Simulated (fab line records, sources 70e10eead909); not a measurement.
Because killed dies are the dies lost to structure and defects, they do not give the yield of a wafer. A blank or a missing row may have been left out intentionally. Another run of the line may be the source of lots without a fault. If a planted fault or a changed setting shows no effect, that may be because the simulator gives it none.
fab line records ; flow nand-harc
record lots=11; wafers=33; last-day=33
route steps=1302 shown A_BONDPAD@1218 HYBRID_BOND@1237 THIN_TSV@1250 END@1302
lots with no fault: from the same line, run without faults
start-h: the number of hours between the record's first day and the start of the first shown wafer of the lot ; wait-h: hours since the lot's step before ; " unchanged from the row above ; L1.1+2: a single row standing in for several wafers ; - no value, or no start given ; * or withheld: withheld ; < > ~ a bound
route shown NAME@n: a module of which the file shows steps, and the number in the route of the first ; usual: mean/standard deviation of fault-free wafers ; same: alike in all rows ; chamber/n: place in a boat ; sites: per-site readings ; _std_site: the values' standard deviation ; _edge_site: inner sites' mean taken away from outer sites' mean ; radius-mm: for every site, how far away it sits from the centre of the wafer ; mask NAME#n: copy n ; behind: the tool/chamber that last shaped the wafer ; hold: reason for holding the lot/hours on hold/outcome of the hold ; device: which transistor (n, p or np) failed to switch ; end of line: tests of these same wafers at the route's end ; step lacking rows: just its recipe ; killed: the dies lost at the first sort to structure and to defects; this is not the yield of the wafer ; map: a wafer's dies, x killed, . not, _ none there
set.NAME: setting as actually run; set.NAME@STEP: the setting as run at that earlier step ; model.NAME: the simulator's own value behind a step, which no gauge read
route steps across a sampled set of lots; one table per step, one row per wafer
services: a tool's chamber out of use, with start hour (start-h, from the record's first day; less than 0 if before it), hours out, and reason
## steps
# step NHARC_A_BONDPAD_DESCUM_11
# recipe time-s=3; o2-flow-sccm=200; ar-flow-sccm=0; bias-power-w=0; chemistry=O2
# usual drypump-motor-current-A=5.5/0.49; oes-product-au=1.003/0.0085; rf-vpp-V=57.9/0.96; showerhead-plenum-p-Torr=1.94/0.078; throttle-valve-pct=11.310/0.0091
lot.wafer;tool;chamber;start-h;wait-h;drypump-motor-current-A;oes-product-au;rf-hours-counter-h;rf-vpp-V;showerhead-plenum-p-Torr;throttle-valve-pct
L977.2;rie-diel-12;0;535.03;-;5.1;0.999;2;57.7;2.03;11.301
L977.1;rie-diel-12;2;535.03;-;6.4;1.012;2;58.0;1.84;11.318
L977.6;rie-diel-12;1;535.03;-;5.3;0.989;-;58.5;1.94;11.303
L978.3;rie-diel-12;1;551.07;-;5.3;0.992;2;58.5;1.94;11.307
L978.4;rie-diel-12;0;551.07;-;5.1;0.998;2;60.5;2.03;11.313
L978.5;rie-diel-12;1;551.07;-;5.3;0.989;-;58.8;1.94;11.316
L980.2;rie-diel-12;2;552.89;-;6.3;1.005;2;57.0;1.84;11.310
L980.1;rie-diel-12;3;552.89;-;5.0;0.997;2;58.9;1.98;11.299
L980.6;rie-diel-12;2;552.89;-;6.4;1.006;-;56.9;1.84;11.300
L976.4;rie-diel-12;3;553.86;-;5.0;1.000;3;57.3;1.98;11.312
L976.3;rie-diel-12;0;553.86;-;5.1;0.997;3;58.7;2.03;11.313
L976.5;rie-diel-12;2;553.86;-;6.3;1.014;-;57.1;1.84;11.313
L983.1;rie-diel-04;3;576.09;-;5.7;1.008;6;57.5;2.03;11.308
L983.2;rie-diel-04;0;576.09;-;5.8;1.022;7;57.1;1.76;11.305
L983.4;rie-diel-04;1;576.09;-;5.4;1.021;7;58.1;1.85;11.293
L982.2;rie-diel-12;0;580.28;-;5.0;0.994;3;59.4;2.03;11.327
L982.3;rie-diel-12;2;580.28;-;6.4;0.997;3;57.5;1.84;11.293
L982.4;rie-diel-12;3;580.28;-;5.0;0.993;3;57.4;1.98;11.300
L985.3;rie-diel-12;2;609.33;-;6.3;0.998;4;57.1;1.84;11.309
L985.1;rie-diel-12;0;609.33;-;5.1;0.997;4;60.2;2.03;11.315
L985.6;rie-diel-12;3;609.33;-;5.0;1.013;-;58.7;1.98;11.308
L984.3;rie-diel-04;1;612.68;-;5.4;1.015;12;58.3;1.85;11.317
L984.1;rie-diel-04;3;612.68;-;5.7;1.000;12;59.4;2.03;11.311
L984.5;rie-diel-04;0;612.68;-;5.8;1.010;-;56.8;1.76;11.303
L994.4;rie-diel-12;2;717.66;-;6.3;1.003;2;58.9;1.84;11.305
L994.1;rie-diel-12;0;717.66;-;5.0;1.001;3;58.3;2.03;11.318
L994.3;rie-diel-12;1;717.66;-;5.3;0.999;2;58.5;1.94;11.307
L995.4;rie-diel-12;3;727.01;-;5.0;1.007;4;58.6;1.98;11.309
L995.2;rie-diel-12;0;727.01;-;5.1;1.018;3;58.2;2.03;11.301
L995.5;rie-diel-12;0;727.01;-;5.1;1.014;-;58.7;2.03;11.298
L996.3;rie-diel-12;0;755.40;-;5.1;1.017;4;58.5;2.03;11.310
L996.1;rie-diel-12;1;755.40;-;5.3;0.994;4;58.3;1.94;11.333
L996.4;rie-diel-12;2;755.40;-;6.3;0.998;4;58.1;1.84;11.309
# step NHARC_A_BONDPAD_ANNEAL_28
# recipe temp-c=225; time-s=90
# usual wafer_temp_C_max=225.93/0.23
lot.wafer;tool;chamber;start-h;wait-h;wafer_temp_C_max
L977.1;rtp-anneal-02;0;536.70;0.3;226.13
L977.2;rtp-anneal-02;0;536.70;0.3;226.09
L977.6;rtp-anneal-02;0;536.70;0.3;225.85
L978.3;rtp-anneal-02;0;552.88;-;225.83
L978.4;rtp-anneal-02;0;552.88;-;226.36
L978.5;rtp-anneal-02;0;552.88;-;225.91
L980.1;rtp-anneal-01;0;554.57;-;225.97
L980.2;rtp-anneal-01;0;554.57;-;225.84
L980.6;rtp-anneal-01;0;554.57;-;226.09
L976.3;rtp-anneal-01;0;555.64;0.3;225.89
L976.4;rtp-anneal-01;0;555.64;0.3;226.00
L976.5;rtp-anneal-01;0;555.64;0.3;225.87
L983.1;rtp-anneal-01;0;577.75;-;225.77
L983.2;rtp-anneal-01;0;577.75;-;225.99
L983.4;rtp-anneal-01;0;577.75;-;225.70
L982.2;rtp-anneal-02;0;582.01;0.3;226.01
L982.3;rtp-anneal-02;0;582.01;0.3;226.21
L982.4;rtp-anneal-02;0;582.01;0.3;226.01
L985.1;rtp-anneal-01;0;611.01;0.3;225.51
L985.3;rtp-anneal-01;0;611.01;0.3;225.72
L985.6;rtp-anneal-01;0;611.01;0.3;226.06
L984.1;rtp-anneal-02;0;614.35;0.3;226.34
L984.3;rtp-anneal-02;0;614.35;0.3;226.17
L984.5;rtp-anneal-02;0;614.35;0.3;226.26
L994.1;rtp-anneal-02;0;719.37;-;226.19
L994.3;rtp-anneal-02;0;719.37;-;226.18
L994.4;rtp-anneal-02;0;719.37;-;225.85
L995.2;rtp-anneal-01;0;728.78;-;226.33
L995.4;rtp-anneal-01;0;728.78;-;225.75
L995.5;rtp-anneal-01;0;728.78;-;225.84
L996.1;rtp-anneal-01;0;757.07;0.3;225.98
L996.3;rtp-anneal-01;0;757.07;0.3;226.13
L996.4;rtp-anneal-01;0;757.07;0.3;225.91
# step NHARC_HYBRID_BOND_ACTIVATE_00
# recipe time-s=60; n2-flow-sccm=200; ar-flow-sccm=0; bias-power-w=0; chemistry=N2
# usual drypump-motor-current-A=5.7/0.5; n2-flow-sccm=200.0/0.54; oes-product-au=1.003/0.011; rf-vpp-V=63.9/0.87; showerhead-plenum-p-Torr=1.74/0.077
lot.wafer;tool;chamber;start-h;wait-h;drypump-motor-current-A;n2-flow-sccm;oes-product-au;rf-hours-counter-h;rf-vpp-V;showerhead-plenum-p-Torr
L977.2;rie-diel-01;3;537.64;0.1;5.4;199.8;1.009;14;65.5;1.81
L977.1;rie-diel-01;1;537.64;0.1;6.5;200.3;0.992;13;64.3;1.67
L977.6;rie-diel-01;3;537.64;0.1;5.3;199.6;1.010;-;64.2;1.81
L978.3;rie-diel-01;3;553.72;0.1;5.3;199.7;1.002;15;63.4;1.81
L978.4;rie-diel-01;1;553.72;0.1;6.5;199.4;0.999;14;63.5;1.67
L978.5;rie-diel-01;2;553.72;0.1;5.1;200.1;1.008;-;62.7;1.66
L980.2;rie-diel-13;1;555.53;0.1;6.6;200.0;1.022;9;63.7;1.87
L980.1;rie-diel-13;3;555.53;0.1;5.9;200.7;0.994;6;63.7;1.64
L980.6;rie-diel-13;0;555.53;0.1;5.6;201.3;0.984;-;64.4;1.65
L976.3;rie-diel-05;2;556.48;0.1;5.8;199.6;1.001;52;63.2;1.71
L976.4;rie-diel-05;1;556.48;0.1;6.1;199.2;0.972;49;63.4;1.89
L976.5;rie-diel-05;3;556.48;0.1;6.0;200.4;0.993;-;63.2;1.73
L983.1;rie-diel-01;2;578.71;0.1;5.2;200.1;1.005;1;64.3;1.66
L983.4;rie-diel-01;3;578.71;0.1;5.3;199.8;0.996;1;63.4;1.80
L983.2;rie-diel-01;0;578.71;0.1;5.6;199.6;1.011;1;64.4;1.76
L982.3;rie-diel-01;0;582.94;0.1;5.6;200.3;1.025;1;63.4;1.76
L982.4;rie-diel-01;1;582.94;0.1;6.5;199.6;1.001;2;63.4;1.67
L982.2;rie-diel-01;3;582.94;0.1;5.3;200.8;0.989;2;65.1;1.81
L985.1;rie-diel-13;2;611.95;0.1;5.7;200.5;0.986;30;64.0;1.87
L985.3;rie-diel-13;0;611.95;0.1;5.6;200.7;0.975;28;63.4;1.64
L985.6;rie-diel-13;2;611.95;0.1;5.7;200.6;0.997;-;65.1;1.87
L984.3;rie-diel-01;0;615.31;0.1;5.6;199.6;1.017;5;64.4;1.75
L984.1;rie-diel-01;2;615.31;0.1;5.1;201.3;0.998;4;63.7;1.66
L984.5;rie-diel-01;3;615.31;0.1;5.3;200.5;0.987;-;64.6;1.80
L994.3;rie-diel-01;2;720.30;0.1;5.1;199.7;1.009;12;63.6;1.66
L994.4;rie-diel-01;3;720.30;0.1;5.3;200.2;0.986;13;63.5;1.80
L994.1;rie-diel-01;1;720.30;0.1;6.5;200.2;0.996;13;63.3;1.67
L995.4;rie-diel-01;1;729.94;0.1;6.5;199.8;0.990;14;63.9;1.67
L995.2;rie-diel-01;2;729.94;0.1;5.2;199.7;1.004;14;63.2;1.66
L995.5;rie-diel-01;1;729.94;0.1;6.5;199.5;1.005;-;64.3;1.67
L996.1;rie-diel-13;0;758.01;0.1;5.6;201.3;0.992;17;63.6;1.63
L996.4;rie-diel-13;1;758.01;0.1;6.6;199.8;1.004;19;63.7;1.85
L996.3;rie-diel-13;2;758.01;0.1;5.7;199.9;0.983;18;62.6;1.86
# step NHARC_THIN_TSV_DEP_43
# recipe target-thk-a=13285; temp-c=withheld; pressure-torr=6.5; rf-w=900; teos-flow-sccm=161.4; flow-sccm=2650; target-thk-nm=1328.5; gas=O2; material=SiO2
# usual flow-sccm=2649/7.6; rf-fwd-power-W=898.0/2.6; throttle-valve-pct=15.9/0.82
lot.wafer;tool;chamber;start-h;wait-h;flow-sccm;rf-fwd-power-W;throttle-valve-pct
L977.2;pecvd-04;2;549.04;-;2639;903.2;17.1
L977.1;pecvd-04;0;549.04;-;2664;898.7;16.7
L977.6;pecvd-04;1;549.04;-;2645;900.0;15.6
L980.1;pecvd-01;0;565.05;-;2641;898.6;15.5
L980.2;pecvd-01;2;565.05;-;2657;898.2;14.5
L980.6;pecvd-01;2;565.05;-;2648;898.6;14.5
L978.3;pecvd-03;2;566.24;-;2650;898.2;16.3
L978.5;pecvd-03;0;566.24;-;2654;898.4;15.2
L978.4;pecvd-03;1;566.24;-;2656;904.8;16.1
L976.3;pecvd-03;0;567.52;-;2648;896.0;15.4
L976.4;pecvd-03;2;567.52;-;2654;895.2;16.7
L976.5;pecvd-03;0;567.52;-;2643;894.9;15.3
L983.2;pecvd-04;2;591.25;-;2651;894.9;17.1
L983.1;pecvd-04;0;591.25;-;2659;902.6;17.0
L983.4;pecvd-04;1;591.25;-;2653;895.8;15.8
L982.3;pecvd-03;0;593.62;-;2642;898.9;15.6
L982.2;pecvd-03;1;593.62;-;2658;898.8;16.0
L982.4;pecvd-03;1;593.62;-;2646;899.6;16.0
L985.1;pecvd-04;0;623.42;-;2658;900.3;17.1
L985.3;pecvd-04;2;623.42;-;2651;899.7;17.2
L985.6;pecvd-04;2;623.42;-;2645;897.4;17.2
L984.3;pecvd-01;1;630.16;-;2652;899.7;15.0
L984.1;pecvd-01;0;630.16;-;2649;899.3;15.9
L984.5;pecvd-01;1;630.16;-;2657;900.7;15.1
L994.1;pecvd-04;1;731.87;-;2641;1040.4;16.1
L994.3;pecvd-04;2;731.87;-;2654;1040.5;16.6
L994.4;pecvd-04;0;731.87;-;2658;1039.8;16.9
L995.2;pecvd-04;0;745.74;-;2657;1041.6;17.0
L995.4;pecvd-04;1;745.74;-;2653;1041.3;16.1
L995.5;pecvd-04;2;745.74;-;2635;1044.5;16.7
L996.1;pecvd-01;1;769.58;-;2645;901.0;15.1
L996.3;pecvd-01;2;769.58;-;2647;893.7;14.8
L996.4;pecvd-01;1;769.58;-;2658;898.4;14.5
# step NHARC_END_SORT_01
# recipe temp-c=25
# usual defect-limited-yield=92.0/2.8; killed-at-array=49/19; killed-at-other=0.9/1.1; killed-at-periphery=4.0/2.7; killed-dies=54/19; killed-open=3.3/1.8; killed-short=2.6/1.6; sort_bin_2_pct=2.9/1.2; sort_bin_3_pct=0.5/0.36; sort_bin_4_pct=4.6/1.5; sort-n-pass=623/19; sort-rim-yield-pct=91/4.7; sort-yield-pct=92.0/2.8
# same gross-dies=677; sort_bin_5_pct[%]=0; sort_bin_6_pct[%]=0; sort_bin_7_pct[%]=0; sort_bin_8_pct[%]=0; sort-rim-n-gross=106.00
lot.wafer;tool;chamber;start-h;wait-h;defect-limited-yield[%];killed-at-array;killed-at-other;killed-at-periphery;killed-dies;killed-open;killed-short;sort_bin_2_pct[%];sort_bin_3_pct[%];sort_bin_4_pct[%];sort-n-pass;sort-rim-yield-pct[%];sort-yield-pct[%]
L984.1;prober-01;0;646.04;2.5;93.9;41;0;0;41;0;0;2.1;0.9;3.1;636;92;93.9
L984.3;prober-01;0;647.64;3.1;93.9;39;1;1;41;2;4;2.8;0.7;2.5;636;90;93.9
L984.5;prober-01;0;649.23;3.7;94.2;33;3;3;39;3;7;2.4;0.6;2.8;638;90;94.2
L995.2;prober-01;0;762.33;2.8;90.8;55;1;6;62;3;5;2.8;0.4;5.9;615;92;90.8
L995.4;prober-01;0;763.90;3.4;89.8;63;1;5;69;4;2;3.0;0.1;7.1;608;93;89.8
L995.5;prober-01;0;764.68;3.6;93.6;39;1;3;43;2;2;2.2;0;4.1;634;88;93.6
# killed by level:class
L984.1 A_SLIT:chamber-film-flake=21 A_CHANNEL_HOLE_D2:chamber-film-flake=11 A_CHANNEL_HOLE_D1:chamber-film-flake=4 A_STAIRCASE:chamber-film-flake=2 A_CONTACT:chamber-film-flake=2 A_SGD_CUT:chamber-film-flake=1
L984.3 A_SLIT:chamber-film-flake=17 A_CHANNEL_HOLE_D2:chamber-film-flake=12 A_CONTACT:chamber-film-flake=4 A_M0:geometric-particle:short=2 P_CONTACT:geometric-particle:open=1 A_CHANNEL_FILL_D1:geometric-particle:short=1 A_CHANNEL_FILL_D2:geometric-particle:open=1 A_WL_FILL:geometric-particle:short=1
L984.5 A_SLIT:chamber-film-flake=11 A_CHANNEL_HOLE_D2:chamber-film-flake=8 A_ONON_D1:geometric-particle:short=3 A_CONTACT:chamber-film-flake=3 A_WL_FILL:chamber-film-flake=2 THIN_TSV:chamber-film-flake=2 P_GATE:geometric-particle:open=1 P_M2:geometric-particle:short=1
L995.2 A_CHANNEL_HOLE_D2:chamber-film-flake=15 A_CHANNEL_HOLE_D1:chamber-film-flake=14 A_CONTACT:chamber-film-flake=7 A_STAIRCASE:chamber-film-flake=6 A_SLIT:chamber-film-flake=5 P_STI:chamber-film-flake=3 A_BLC:geometric-particle:open=2 P_ZERO_WELL:chamber-film-flake=2
L995.4 A_CHANNEL_HOLE_D2:chamber-film-flake=27 A_CHANNEL_HOLE_D1:chamber-film-flake=9 A_STAIRCASE:chamber-film-flake=7 A_SLIT:chamber-film-flake=6 A_CONTACT:chamber-film-flake=6 P_ZERO_WELL:chamber-film-flake=3 A_CHANNEL_FILL_D1:geometric-particle:open=1 A_CHANNEL_FILL_D1:geometric-particle:short=1
L995.5 A_CHANNEL_HOLE_D2:chamber-film-flake=10 A_CHANNEL_HOLE_D1:chamber-film-flake=7 A_SLIT:chamber-film-flake=7 A_STAIRCASE:chamber-film-flake=4 A_CONTACT:chamber-film-flake=4 P_ZERO_WELL:chamber-film-flake=2 A_ONON_D1:geometric-particle:short=1 A_DECK1_JOINT:geometric-particle:short=1
## services
tool;chamber;start-h;hours;kind
rie-diel-13;-;519.20;9.0;pm
rie-diel-01;1;520.40;1.4;repair
rie-diel-04;-;531.91;9.0;pm
pecvd-04;-;532.95;0.4;repair
pecvd-03;-;548.00;13.0;pm
rie-diel-01;-;557.84;9.0;pm
pecvd-04;-;591.71;3.6;repair
pecvd-04;1;597.62;15.7;repair
pecvd-04;-;598.20;2.5;repair
rie-diel-01;1;610.30;6.6;repair
rie-diel-12;-;622.44;9.0;pm
pecvd-04;2;627.26;4.0;repair
pecvd-04;-;631.28;13.0;pm
rie-diel-12;2;631.77;10.4;repair
rie-diel-12;0;658.69;4.7;repair
rie-diel-12;2;666.97;14.6;repair
pecvd-01;-;673.00;13.0;pm
rie-diel-01;2;689.45;3.2;repair
rie-diel-13;-;696.92;9.0;pm
rie-diel-12;3;702.84;2.8;repair
pecvd-03;-;729.00;13.0;pm
rie-diel-01;-;734.84;9.0;pm
rtp-anneal-02;-;744.09;12.0;pm
rie-diel-01;0;766.05;3.3;repair
## key
first-sign step=NHARC_THIN_TSV_DEP_43; reading=rf-fwd-power-W; direction=up; sigmas=55; usual=*; struck=*
effect none on later readings
met-at NHARC_THIN_TSV_DEP_43
struck-lots L994,L995
not-acting-at NHARC_A_BONDPAD_DESCUM_11,NHARC_A_BONDPAD_ANNEAL_28,NHARC_HYBRID_BOND_ACTIVATE_00
onset-between 623.42 731.87
fault kind=process-parameter-drift; tool=pecvd-04; chamber=-; onset-h=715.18; steps=NHARC_THIN_TSV_DEP_43; channel=rf-w; offset=*; shape=step; end-h=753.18; acts-in=*; stated=*
